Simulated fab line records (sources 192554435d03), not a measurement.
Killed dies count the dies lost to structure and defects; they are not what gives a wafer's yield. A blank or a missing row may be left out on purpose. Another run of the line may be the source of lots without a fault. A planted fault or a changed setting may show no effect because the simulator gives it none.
fab line records	flow n5-finfet
record lots=24	wafers=72	last-day=17
route steps=1938 shown BEOL_M3@1002 BEOL_M4@1023
lots with no fault: from the same line, run without faults
start-h: hours from the record's first day to the start of the lot's first wafer shown	wait-h: hours elapsed since this lot's preceding step	" the same as in the row above	L1.1+2: one row covering several wafers at once	- no value, or no start was given	* or withheld: withheld	< > ~ a bound
route shown NAME@n: NAME is a module with steps in the file, n the number in the route of the first one	usual: the fault-free wafers' mean and standard deviation	same: alike in all rows	chamber/n: place in a boat	sites: readings site by site	_std_site: the standard deviation of these	_edge_site: outer sites' mean less inner sites'	radius-mm: how far each site lies from the wafer's centre	mask NAME#n: copy n	behind: tool/chamber where the wafer was last shaped	hold: the reason the lot was held/the length of the hold in hours/how it ended	device: transistor that didn't switch, given as n, p or np	end of line: tests of these same wafers at the route's end	step lacking rows: just its recipe	killed: at the first sort, the dies lost to defects and structure; wafer yield is something else	map: shows each die of a wafer: x if killed, . if not, _ if none is there
set.NAME: the setting that was run; set.NAME@STEP: the one run at that earlier step	model.NAME: the simulator's own value behind a step, which no gauge read
a sample of lots followed through the steps of the route, with each step as a table and each wafer as a row
services: the hour from which a tool's chamber was out of use, counted from the record's first day as start-h (under 0 if before that day), plus the number of hours and why
## steps
# step N5_BEOL_M3_SPUTTER_88
# recipe material=Cu	target-thk-a=45	temp-c=-20	chamber-pressure-pa=0.07	power-w=withheld	time-s=8.29
# usual chamber-pressure-pa=0.07/0.00013	throttle-valve-pct=29.8/0.74
# same time-s=8.29
lot.wafer	tool	chamber	start-h	wait-h	chamber-pressure-pa	throttle-valve-pct
L074.3	pvd-sputter-02	-	151.44	0.1	0.06997	29.9
L074.4	"	-	"	"	0.06994	29.6
L074.5	"	-	"	"	0.07003	28.8
L075.1	pvd-sputter-03	-	156.62	0.1	0.07002	31.0
L075.2	"	-	"	"	0.06993	30.3
L075.3	"	-	"	"	0.07008	30.4
L076.2	pvd-sputter-03	-	159.64	0.1	0.06997	31.1
L076.3	"	-	"	"	0.07007	30.6
L076.6	"	-	"	"	0.0701	30.4
L077.1	pvd-sputter-03	-	161.82	0.1	0.06969	31.1
L077.3	"	-	"	"	0.06993	30.2
L077.6	"	-	"	"	0.07004	31.1
L078.1	pvd-sputter-02	-	172.82	0.1	0.07006	28.8
L078.5	"	-	"	"	0.06998	30.3
L078.6	"	-	"	"	0.0698	28.6
L079.3	pvd-sputter-02	-	174.66	0.1	0.06991	30.6
L079.4	"	-	"	"	0.07015	29.9
L079.5	"	-	"	"	0.06976	28.4
L080.2	pvd-sputter-02	-	178.02	0.1	0.06996	28.4
L080.4	"	-	"	"	0.07	30.7
L080.6	"	-	"	"	0.07	30.6
L081.2	pvd-sputter-02	-	195.62	0.1	0.07007	30.3
L081.3	"	-	"	"	0.07018	29.5
L081.4	"	-	"	"	0.07015	30.1
L082.2	pvd-sputter-01	-	208.27	0.1	0.07006	28.7
L082.3	"	-	"	"	0.06989	29.7
L082.6	"	-	"	"	0.07011	29.4
L083.1	pvd-sputter-02	-	211.64	0.1	0.06995	28.8
L083.4	"	-	"	"	0.07	30.1
L083.5	"	-	"	"	0.07007	30.3
L084.1	pvd-sputter-03	-	212.56	0.1	0.07009	29.9
L084.3	"	-	"	"	0.07016	30.7
L084.6	"	-	"	"	0.06982	29.4
L085.2	pvd-sputter-01	-	212.69	0.1	0.06998	29.3
L085.3	"	-	"	"	0.06991	28.7
L085.6	"	-	"	"	0.07017	29.5
L086.1	pvd-sputter-03	-	222.87	0.1	0.06989	30.3
L086.3	"	-	"	"	0.06979	29.5
L086.4	"	-	"	"	0.07002	31.2
L088.1	pvd-sputter-01	-	224.98	0.1	0.06993	29.3
L088.4	"	-	"	"	0.06995	29.0
L088.5	"	-	"	"	0.06987	29.9
L087.1	pvd-sputter-01	-	226.82	0.1	0.07001	29.0
L087.2	"	-	"	"	0.07008	29.7
L087.3	"	-	"	"	0.07007	29.5
L089.2	pvd-sputter-02	-	243.45	0.1	0.06973	30.5
L089.5	"	-	"	"	0.07008	28.7
L089.6	"	-	"	"	0.06997	29.8
L090.2	pvd-sputter-03	-	252.71	0.1	0.0703	29.4
L090.3	"	-	"	"	0.07005	30.3
L090.5	"	-	"	"	0.07004	29.3
L091.1	pvd-sputter-03	-	257.77	0.1	0.0702	29.5
L091.3	"	-	"	"	0.06991	31.0
L091.5	"	-	"	"	0.06975	31.0
L092.2	pvd-sputter-03	-	260.87	0.1	0.06998	29.6
L092.4	"	-	"	"	0.06997	31.1
L092.5	"	-	"	"	0.07008	31.1
L093.3	pvd-sputter-02	-	269.25	0.1	0.07015	30.5
L093.5	"	-	"	"	0.06997	29.7
L093.6	"	-	"	"	0.07023	30.3
L094.2	pvd-sputter-03	-	274.64	0.1	0.07003	29.3
L094.4	"	-	"	"	0.06985	30.1
L094.6	"	-	"	"	0.07002	31.3
L095.1	pvd-sputter-02	-	277.69	0.1	0.06979	30.4
L095.2	"	-	"	"	0.06988	30.0
L095.4	"	-	"	"	0.07011	29.5
L096.1	pvd-sputter-02	-	284.84	0.1	0.07019	28.8
L096.5	"	-	"	"	0.07011	30.2
L096.6	"	-	"	"	0.07012	29.4
L097.2	pvd-sputter-01	-	285.68	0.1	0.06997	29.5
L097.5	"	-	"	"	0.07006	29.4
L097.6	"	-	"	"	0.0698	29.6
# step N5_BEOL_M3_ANNEAL_89
# recipe temp-c=400	time-s=240	ambient=vacuum
# usual heater-power-w=830/41
# same time-s=240
lot.wafer	tool	chamber	start-h	wait-h	heater-power-w
L074.3	pvd-sputter-02	-	151.52	0.0	747
L074.4	"	-	"	"	815
L074.5	"	-	"	"	886
L075.1	pvd-sputter-03	-	156.70	0.0	903
L075.2	"	-	"	"	852
L075.3	"	-	"	"	802
L076.2	pvd-sputter-03	-	159.72	0.0	898
L076.3	"	-	"	"	808
L076.6	"	-	"	"	806
L077.1	pvd-sputter-03	-	161.90	0.0	888
L077.3	"	-	"	"	806
L077.6	"	-	"	"	899
L078.1	pvd-sputter-02	-	172.90	0.0	880
L078.5	"	-	"	"	835
L078.6	"	-	"	"	867
L079.3	pvd-sputter-02	-	174.74	0.0	837
L079.4	"	-	"	"	747
L079.5	"	-	"	"	890
L080.2	pvd-sputter-02	-	178.10	0.0	889
L080.4	"	-	"	"	837
L080.6	"	-	"	"	826
L081.2	pvd-sputter-02	-	195.70	0.0	828
L081.3	"	-	"	"	815
L081.4	"	-	"	"	769
L082.2	pvd-sputter-01	-	208.35	0.0	839
L082.3	"	-	"	"	841
L082.6	"	-	"	"	854
L083.1	pvd-sputter-02	-	211.72	0.0	897
L083.4	"	-	"	"	759
L083.5	"	-	"	"	829
L084.1	pvd-sputter-03	-	212.64	0.0	869
L084.3	"	-	"	"	836
L084.6	"	-	"	"	788
L085.2	pvd-sputter-01	-	212.77	0.0	865
L085.3	"	-	"	"	808
L085.6	"	-	"	"	804
L086.1	pvd-sputter-03	-	222.95	0.0	819
L086.3	"	-	"	"	778
L086.4	"	-	"	"	889
L088.1	pvd-sputter-01	-	225.06	0.0	855
L088.4	"	-	"	"	806
L088.5	"	-	"	"	813
L087.1	pvd-sputter-01	-	226.90	0.0	834
L087.2	"	-	"	"	787
L087.3	"	-	"	"	867
L089.2	pvd-sputter-02	-	243.53	0.0	834
L089.5	"	-	"	"	861
L089.6	"	-	"	"	757
L090.2	pvd-sputter-03	-	252.79	0.0	776
L090.3	"	-	"	"	891
L090.5	"	-	"	"	761
L091.1	pvd-sputter-03	-	257.85	0.0	802
L091.3	"	-	"	"	886
L091.5	"	-	"	"	893
L092.2	pvd-sputter-03	-	260.95	0.0	778
L092.4	"	-	"	"	881
L092.5	"	-	"	"	900
L093.3	pvd-sputter-02	-	269.33	0.0	830
L093.5	"	-	"	"	811
L093.6	"	-	"	"	822
L094.2	pvd-sputter-03	-	274.72	0.0	787
L094.4	"	-	"	"	848
L094.6	"	-	"	"	885
L095.1	pvd-sputter-02	-	277.77	0.0	864
L095.2	"	-	"	"	770
L095.4	"	-	"	"	811
L096.1	pvd-sputter-02	-	284.92	0.0	893
L096.5	"	-	"	"	828
L096.6	"	-	"	"	829
L097.2	pvd-sputter-01	-	285.76	0.0	844
L097.5	"	-	"	"	826
L097.6	"	-	"	"	825
# step N5_BEOL_M3_SPUTTER_92
# recipe material=Cu	target-thk-a=45	temp-c=-20	chamber-pressure-pa=0.07	power-w=withheld	time-s=8.29
# usual chamber-pressure-pa=0.07/0.00013	throttle-valve-pct=29.8/0.78
# same time-s=8.29
lot.wafer	tool	chamber	start-h	wait-h	chamber-pressure-pa	throttle-valve-pct
L074.3	pvd-sputter-02	-	151.88	0.1	0.06992	29.7
L074.4	"	-	"	"	0.06993	29.5
L074.5	"	-	"	"	0.07001	28.6
L075.1	pvd-sputter-03	-	157.06	0.1	0.06991	31.1
L075.2	"	-	"	"	0.06994	30.3
L075.3	"	-	"	"	0.06993	30.5
L076.2	pvd-sputter-03	-	160.08	0.1	0.06996	31.3
L076.3	"	-	"	"	0.07002	30.5
L076.6	"	-	"	"	0.0699	30.4
L077.1	pvd-sputter-03	-	162.26	0.1	0.06987	30.9
L077.3	"	-	"	"	0.06997	30.4
L077.6	"	-	"	"	0.07006	31.1
L078.1	pvd-sputter-02	-	173.26	0.1	0.0702	28.6
L078.5	"	-	"	"	0.07007	30.4
L078.6	"	-	"	"	0.07006	28.5
L079.3	pvd-sputter-02	-	175.10	0.1	0.07003	30.4
L079.4	"	-	"	"	0.07	30.0
L079.5	"	-	"	"	0.0703	28.7
L080.2	pvd-sputter-02	-	178.46	0.1	0.07009	28.6
L080.4	"	-	"	"	0.06983	30.5
L080.6	"	-	"	"	0.06977	30.4
L081.2	pvd-sputter-02	-	196.06	0.1	0.07018	30.3
L081.3	"	-	"	"	0.07001	29.2
L081.4	"	-	"	"	0.07028	29.8
L082.2	pvd-sputter-01	-	208.71	0.1	0.06992	28.6
L082.3	"	-	"	"	0.06999	29.6
L082.6	"	-	"	"	0.06974	29.5
L083.1	pvd-sputter-02	-	212.08	0.1	0.07005	28.7
L083.4	"	-	"	"	0.07009	29.8
L083.5	"	-	"	"	0.06992	30.6
L084.1	pvd-sputter-03	-	213.00	0.1	0.07009	30.1
L084.3	"	-	"	"	0.07017	30.6
L084.6	"	-	"	"	0.06994	29.1
L085.2	pvd-sputter-01	-	213.13	0.1	0.06999	29.4
L085.3	"	-	"	"	0.07015	28.7
L085.6	"	-	"	"	0.06998	29.6
L086.1	pvd-sputter-03	-	223.31	0.1	0.07003	30.4
L086.3	"	-	"	"	0.07007	29.3
L086.4	"	-	"	"	0.07004	31.3
L088.1	pvd-sputter-01	-	225.42	0.1	0.06998	29.6
L088.4	"	-	"	"	0.06993	28.7
L088.5	"	-	"	"	0.07	29.5
L087.1	pvd-sputter-01	-	227.26	0.1	0.07001	29.6
L087.2	"	-	"	"	0.06994	29.5
L087.3	"	-	"	"	0.07011	29.6
L089.2	pvd-sputter-02	-	243.89	0.1	0.07001	30.2
L089.5	"	-	"	"	0.07015	28.5
L089.6	"	-	"	"	0.07012	29.8
L090.2	pvd-sputter-03	-	253.15	0.1	0.06987	29.8
L090.3	"	-	"	"	0.0698	30.1
L090.5	"	-	"	"	0.07004	29.2
L091.1	pvd-sputter-03	-	258.21	0.1	0.07006	29.2
L091.3	"	-	"	"	0.07005	31.1
L091.5	"	-	"	"	0.06994	31.3
L092.2	pvd-sputter-03	-	261.31	0.1	0.07015	29.4
L092.4	"	-	"	"	0.06988	30.9
L092.5	"	-	"	"	0.07	30.9
L093.3	pvd-sputter-02	-	269.69	0.1	0.0698	30.5
L093.5	"	-	"	"	0.0699	29.7
L093.6	"	-	"	"	0.07001	30.6
L094.2	pvd-sputter-03	-	275.08	0.1	0.07	29.2
L094.4	"	-	"	"	0.07012	30.2
L094.6	"	-	"	"	0.07006	31.4
L095.1	pvd-sputter-02	-	278.13	0.1	0.07002	30.6
L095.2	"	-	"	"	0.07006	29.5
L095.4	"	-	"	"	0.06992	29.7
L096.1	pvd-sputter-02	-	285.28	0.1	0.0699	28.5
L096.5	"	-	"	"	0.07008	30.4
L096.6	"	-	"	"	0.06983	29.5
L097.2	pvd-sputter-01	-	286.12	0.1	0.07024	29.5
L097.5	"	-	"	"	0.07017	29.4
L097.6	"	-	"	"	0.06986	29.7
# step N5_BEOL_M4_PECVD_72
# recipe material=SiO2	target-thk-a=160	temp-c=400	precursor=TEOS/O2	pressure-torr=5.5	rf-w=450	teos-flow-sccm=53.8	gas=O2	flow-sccm=3000	time-s=18
# usual heater-power-w=715/100	showerhead-plenum-p-Torr=8.79/0.051	throttle-valve-pct=22.5/1.2
# same time-s=18
lot.wafer	tool	chamber	start-h	wait-h	heater-power-w	showerhead-plenum-p-Torr	throttle-valve-pct
L074.3	pecvd-04	2	153.54	0.0	785	8.84	20.7
L074.4	"	1	"	"	672	8.83	23.4
L074.5	"	0	"	"	767	8.82	22.1
L075.1	pecvd-02	0	158.76	0.0	713	8.76	22.7
L075.2	"	1	"	"	763	8.74	23.7
L075.3	"	2	"	"	591	8.66	20.6
L076.2	pecvd-04	1	161.74	0.0	667	8.85	23.3
L076.3	"	2	"	"	755	8.83	21.1
L076.6	"	1	"	"	682	8.83	23.5
L077.1	pecvd-02	1	163.91	0.0	895	8.73	23.9
L077.3	"	2	"	"	551	8.67	20.7
L077.6	"	2	"	"	559	8.69	20.6
L078.1	pecvd-04	1	174.92	0.0	652	8.82	23.4
L078.5	"	1	"	"	642	8.85	23.4
L078.6	"	2	"	"	708	8.84	21.0
L079.3	pecvd-02	0	176.77	0.0	760	8.76	22.6
L079.4	"	1	"	"	841	8.75	23.6
L079.5	"	0	"	"	767	8.75	22.6
L080.2	pecvd-03	2	180.13	0.0	638	8.79	22.4
L080.4	"	1	"	"	540	8.83	24.3
L080.6	"	0	"	"	808	8.77	22.1
L081.2	pecvd-03	1	197.72	0.0	598	8.83	24.4
L081.3	"	0	"	"	828	8.76	22.4
L081.4	"	2	"	"	687	8.77	22.5
L082.2	pecvd-04	2	210.39	0.0	736	8.83	21.1
L082.3	"	0	"	"	890	8.82	22.2
L082.6	"	1	"	"	556	8.82	23.2
L083.1	pecvd-04	0	213.75	0.0	818	8.82	22.4
L083.4	"	1	"	"	665	8.85	23.6
L083.5	"	2	"	"	749	8.83	21.2
L084.1	pecvd-03	0	214.82	0.0	779	8.76	22.3
L084.3	"	1	"	"	606	8.84	24.6
L084.6	"	0	"	"	828	8.77	22.2
L085.2	pecvd-03	0	215.53	0.0	818	8.76	22.0
L085.3	"	1	"	"	543	8.84	24.4
L085.6	"	1	"	"	541	8.82	24.3
L086.1	pecvd-04	2	224.98	0.0	765	8.83	20.9
L086.3	"	0	"	"	853	8.82	22.4
L086.4	"	1	"	"	679	8.88	23.3
L088.1	pecvd-04	0	227.12	0.0	851	8.80	22.3
L088.4	"	0	"	"	858	8.84	22.4
L088.5	"	2	"	"	793	8.83	21.2
L087.1	pecvd-03	0	229.09	0.0	852	8.76	22.3
L087.2	"	1	"	"	618	8.83	24.0
L087.3	"	0	"	"	872	8.76	22.4
L089.2	pecvd-04	0	245.82	0.0	772	8.84	22.2
L089.5	"	0	"	"	737	8.82	22.4
L089.6	"	1	"	"	644	8.84	23.4
L090.2	pecvd-02	0	254.80	0.0	691	8.74	23.0
L090.3	"	2	"	"	624	8.70	21.1
L090.5	"	2	"	"	640	8.69	20.7
L091.1	pecvd-03	2	259.88	0.0	650	8.78	20.6
L091.3	"	0	"	"	720	8.76	22.6
L091.5	"	2	"	"	669	8.75	21.0
L092.2	pecvd-04	1	262.99	0.0	627	8.84	23.5
L092.4	"	0	"	"	743	8.82	22.2
L092.5	"	2	"	"	683	8.84	21.1
L093.3	pecvd-02	0	271.57	0.1	730	8.77	23.0
L093.5	"	2	"	"	634	8.69	21.3
L093.6	"	0	"	"	733	8.78	23.2
L094.2	pecvd-02	0	276.87	0.0	777	8.77	23.1
L094.4	"	2	"	"	524	8.72	20.8
L094.6	"	1	"	"	862	8.75	23.7
L095.1	pecvd-03	2	279.79	0.0	673	8.76	20.8
L095.2	"	0	"	"	847	8.76	22.3
L095.4	"	2	"	"	690	8.79	20.8
L096.1	pecvd-02	2	286.95	0.0	542	8.68	20.9
L096.5	"	2	"	"	557	8.70	20.9
L096.6	"	1	"	"	777	8.74	23.9
L097.2	pecvd-04	0	287.89	0.0	869	8.83	22.0
L097.5	"	1	"	"	611	8.81	23.4
L097.6	"	0	"	"	877	8.80	22.2
# step N5_BEOL_M4_INSPECT_13
# recipe mode=adi	inspect-instrument=brightfield
# usual raw-defect-count=449/110
lot.wafer	tool	chamber	start-h	wait-h	raw-defect-count
L074.3	defect-inspect-02	-	154.67	0.0	329
L074.4	"	-	"	"	333
L074.5	"	-	"	"	398
L075.1	defect-inspect-01	-	161.12	0.1	302
L075.2	"	-	"	"	287
L075.3	"	-	"	"	548
L076.2	defect-inspect-01	-	162.28	0.0	389
L076.3	"	-	"	"	467
L076.6	"	-	"	"	537
L077.1	defect-inspect-01	-	165.38	0.1	604
L077.3	"	-	"	"	606
L077.6	"	-	"	"	472
L078.1	defect-inspect-01	-	175.95	0.1	287
L078.5	"	-	"	"	420
L078.6	"	-	"	"	419
L079.3	defect-inspect-01	-	177.43	0.0	557
L079.4	"	-	"	"	503
L079.5	"	-	"	"	455
L080.2	defect-inspect-02	-	181.59	0.0	466
L080.4	"	-	"	"	388
L080.6	"	-	"	"	532
L081.2	defect-inspect-01	-	199.87	0.1	522
L081.3	"	-	"	"	421
L081.4	"	-	"	"	462
L082.2	defect-inspect-02	-	211.08	0.0	312
L082.3	"	-	"	"	394
L082.6	"	-	"	"	506
L083.1	defect-inspect-02	-	214.54	0.1	391
L083.4	"	-	"	"	483
L083.5	"	-	"	"	455
L084.1	defect-inspect-02	-	216.17	0.1	372
L084.3	"	-	"	"	529
L084.6	"	-	"	"	536
L085.2	defect-inspect-01	-	216.65	0.0	367
L085.3	"	-	"	"	369
L085.6	"	-	"	"	384
L086.1	defect-inspect-02	-	228.34	0.1	384
L086.3	"	-	"	"	307
L086.4	"	-	"	"	517
L088.1	defect-inspect-02	-	228.64	0.1	352
L088.4	"	-	"	"	387
L088.5	"	-	"	"	376
L087.1	defect-inspect-02	-	229.72	0.1	426
L087.2	"	-	"	"	431
L087.3	"	-	"	"	359
L089.2	defect-inspect-02	-	247.13	0.0	513
L089.5	"	-	"	"	359
L089.6	"	-	"	"	571
L090.2	defect-inspect-02	-	257.79	0.0	514
L090.3	"	-	"	"	570
L090.5	"	-	"	"	478
L091.1	defect-inspect-01	-	262.36	0.1	442
L091.3	"	-	"	"	446
L091.5	"	-	"	"	258
L092.2	defect-inspect-01	-	264.74	0.0	395
L092.4	"	-	"	"	368
L092.5	"	-	"	"	580
L093.3	defect-inspect-02	-	273.42	0.0	514
L093.5	"	-	"	"	385
L093.6	"	-	"	"	535
L094.2	defect-inspect-01	-	277.60	0.0	478
L094.4	"	-	"	"	498
L094.6	"	-	"	"	533
L095.1	defect-inspect-02	-	280.95	0.1	440
L095.2	"	-	"	"	384
L095.4	"	-	"	"	278
L096.1	defect-inspect-02	-	287.83	0.1	671
L096.5	"	-	"	"	619
L096.6	"	-	"	"	803
L097.2	defect-inspect-02	-	290.62	0.0	322
L097.5	"	-	"	"	374
L097.6	"	-	"	"	522
# step N5_BEOL_M4_ETCH_74
# recipe chemistry=N2/H2	target=underlayer	target-depth-a=65	mask-material=CAR-EUV	time-s=5.2	ion-energy-ev=200	pressure-mtorr=30	source-w=840	bias-w=150	n2-flow-sccm=200	h2-flow-sccm=200	ends=cleared
# usual drypump-motor-current-A=5.61/0.29	etch-rf-on-time-s=5.26/0.17	oes-product-au=0.68/0.073	rf-vpp-V=523.0/2.2	showerhead-plenum-p-Torr=2.51/0.069	throttle-valve-pct=17.9/0.3
lot.wafer	tool	chamber	start-h	wait-h	drypump-motor-current-A	etch-rf-on-time-s	oes-product-au	rf-hours-counter-h	rf-vpp-V	showerhead-plenum-p-Torr	throttle-valve-pct
L074.3	rie-diel-02	3	154.88	0.0	5.74	5.15	0.83	3	522.0	2.52	18.0
L074.4	"	2	"	"	5.69	5.09	0.61	206	522.4	2.51	18.1
L074.5	"	2	"	"	5.67	5.10	0.61	-	522.6	2.51	18.2
L075.1	rie-diel-06	0	161.21	0.0	5.98	5.54	0.73	32	521.9	2.47	17.5
L075.2	"	3	"	"	5.91	5.30	0.59	213	520.4	2.41	17.9
L075.3	"	1	"	"	5.41	5.08	0.77	31	523.7	2.60	17.7
L076.2	rie-diel-02	2	162.35	0.0	5.71	5.16	0.60	209	524.1	2.51	18.1
L076.3	"	3	"	"	5.71	5.13	0.82	6	522.0	2.52	17.9
L076.6	"	2	"	"	5.70	5.18	0.61	-	522.6	2.51	18.2
L077.1	rie-diel-02	1	165.48	0.0	5.21	5.31	0.65	127	520.6	2.45	18.3
L077.3	"	0	"	"	5.71	5.48	0.61	208	521.3	2.45	18.4
L077.6	"	0	"	"	5.69	5.52	0.62	-	519.0	2.45	18.4
L078.1	rie-diel-03	1	176.76	0.0	5.25	5.35	0.68	110	523.5	2.42	17.5
L078.5	"	2	"	"	5.70	5.36	0.74	-	525.1	2.57	17.5
L078.6	"	1	"	"	5.24	5.33	0.68	-	520.8	2.42	17.5
L079.3	rie-diel-02	1	178.19	0.0	5.23	5.30	0.64	131	523.0	2.45	18.3
L079.4	"	3	"	"	5.74	5.13	0.80	10	522.6	2.52	18.0
L079.5	"	3	"	"	5.74	5.10	0.80	-	522.8	2.52	18.0
L080.2	rie-diel-03	3	183.28	0.0	5.94	5.52	0.61	167	523.7	2.53	17.8
L080.4	"	0	"	"	5.13	5.04	0.59	239	526.9	2.62	17.8
L080.6	"	0	"	"	5.10	5.06	0.60	-	526.8	2.62	17.8
L081.2	rie-diel-06	2	200.14	0.0	5.52	4.97	0.75	80	524.0	2.59	18.1
L081.3	"	3	"	"	5.93	5.25	0.59	222	520.5	2.40	18.0
L081.4	"	1	"	"	5.43	5.04	0.75	40	526.7	2.60	17.7
L082.2	rie-diel-06	0	211.15	0.0	6.06	5.52	0.72	45	524.2	2.47	17.5
L082.3	"	1	"	"	5.41	5.06	0.76	44	526.6	2.59	17.7
L082.6	"	3	"	"	5.94	5.30	0.59	-	518.5	2.40	18.0
L083.1	rie-diel-06	3	214.61	0.0	5.93	5.37	0.58	226	521.4	2.40	18.0
L083.4	"	0	"	"	6.02	5.56	0.71	46	521.3	2.47	17.5
L083.5	"	1	"	"	5.43	5.18	0.76	-	526.3	2.59	17.7
L084.1	rie-diel-03	2	216.24	0.0	5.72	5.38	0.73	61	523.7	2.56	17.5
L084.3	"	3	"	"	5.94	5.53	0.61	180	524.4	2.52	17.8
L084.6	"	3	"	"	5.93	5.49	0.60	-	525.1	2.52	17.8
L085.2	rie-diel-06	3	216.72	0.0	5.93	5.25	0.58	227	521.1	2.40	18.0
L085.3	"	0	"	"	5.97	5.48	0.71	47	524.2	2.47	17.5
L085.6	"	2	"	"	5.50	4.98	0.73	-	524.0	2.59	18.0
L086.1	rie-diel-02	2	228.41	0.0	5.71	5.07	0.60	233	518.5	2.50	18.2
L086.3	"	3	"	"	5.76	5.13	0.77	28	521.9	2.51	18.0
L086.4	"	0	"	"	5.70	5.52	0.59	231	518.6	2.44	18.4
L088.1	rie-diel-02	0	228.71	0.0	5.71	5.59	0.59	231	518.6	2.44	18.4
L088.4	"	2	"	"	5.69	5.17	0.59	233	523.2	2.50	18.2
L088.5	"	2	"	"	5.69	5.14	0.59	-	523.8	2.50	18.2
L087.1	rie-diel-03	3	229.85	0.0	5.94	5.45	0.60	187	523.0	2.52	17.8
L087.2	"	1	"	"	5.24	5.30	0.67	135	520.3	2.41	17.6
L087.3	"	1	"	"	5.24	5.29	0.66	-	519.9	2.41	17.6
L089.2	rie-diel-03	2	247.20	0.0	5.74	5.42	0.71	71	525.5	2.55	17.5
L089.5	"	0	"	"	5.09	5.05	0.82	-	526.5	2.61	17.4
L089.6	"	1	"	"	5.22	5.29	0.66	-	522.4	2.41	17.6
L090.2	rie-diel-03	2	257.86	0.0	5.72	5.35	0.71	75	523.6	2.55	17.5
L090.3	"	0	"	"	5.08	5.03	0.80	8	526.2	2.61	17.4
L090.5	"	1	"	"	5.22	5.26	0.66	-	520.2	2.41	17.6
L091.1	rie-diel-06	1	262.87	0.0	5.40	5.12	0.74	62	526.2	2.59	17.7
L091.3	"	3	"	"	5.94	5.27	0.57	242	520.2	2.39	18.0
L091.5	"	2	"	"	5.57	5.02	0.71	-	525.1	2.58	18.1
L092.2	rie-diel-06	0	265.42	0.0	6.06	5.49	0.70	64	521.1	2.46	17.5
L092.4	"	3	"	"	5.93	5.28	0.58	243	520.4	2.39	18.0
L092.5	"	1	"	"	5.40	5.24	0.73	-	526.6	2.59	17.7
L093.3	rie-diel-03	2	273.99	0.0	5.71	5.32	0.70	80	525.1	2.55	17.5
L093.5	"	3	"	"	5.93	5.44	0.59	-	523.8	2.51	17.9
L093.6	"	0	"	"	5.09	5.01	0.79	-	526.7	2.61	17.4
L094.2	rie-diel-06	1	277.67	0.0	5.41	5.17	0.73	67	524.7	2.58	17.7
L094.4	"	0	"	"	6.06	5.43	0.70	69	522.2	2.46	17.5
L094.6	"	2	"	"	5.53	4.99	0.71	-	525.8	2.58	18.1
L095.1	rie-diel-06	0	281.02	0.0	5.95	5.37	0.69	70	521.7	2.46	17.6
L095.2	"	2	"	"	5.56	5.10	0.70	104	523.5	2.58	18.1
L095.4	"	1	"	"	5.41	5.22	0.71	69	525.1	2.58	17.8
L096.1	rie-diel-03	1	287.96	0.0	5.20	5.28	0.65	157	521.4	2.40	17.6
L096.5	"	3	"	"	5.93	5.42	0.60	-	522.8	2.51	17.8
L096.6	"	0	"	"	5.08	5.00	0.77	-	526.1	2.61	17.4
L097.2	rie-diel-02	0	290.75	0.0	5.72	5.62	0.58	252	520.8	2.43	18.4
L097.5	"	0	"	"	5.70	5.56	0.58	-	518.8	2.43	18.4
L097.6	"	1	"	"	5.23	5.33	0.61	-	520.0	2.44	18.4
## services
tool	chamber	start-h	hours	kind
pvd-sputter-01	-	131.36	1.3	repair
rie-diel-06	3	143.16	8.3	repair
pecvd-02	-	144.46	0.7	repair
pecvd-04	-	148.13	1.1	repair
pecvd-04	2	154.06	2.1	scheduled-down
pecvd-03	-	169.69	2.8	pm
rie-diel-06	-	174.34	14.6	pm
pecvd-04	-	175.90	0.9	repair
rie-diel-02	-	198.01	0.6	repair
rie-diel-02	1	204.08	6.8	repair
rie-diel-03	0	211.06	-	clean
rie-diel-02	-	223.96	2.3	repair
rie-diel-03	2	228.06	8.4	repair
rie-diel-06	2	235.93	8.0	repair
rie-diel-02	0	246.25	4.4	repair
rie-diel-06	3	253.06	2.6	repair
pecvd-02	1	261.67	13.0	repair
pecvd-03	-	262.39	14.6	pm
pecvd-03	0	282.40	9.6	repair
rie-diel-06	3	286.58	-	clean
rie-diel-06	3	286.58	-	consumable-replace:focus-ring
rie-diel-06	3	286.58	-	consumable-replace:showerhead
rie-diel-06	3	286.58	22.1	scheduled-down
rie-diel-06	3	286.58	22.1	vent-cycle
## key
fault none
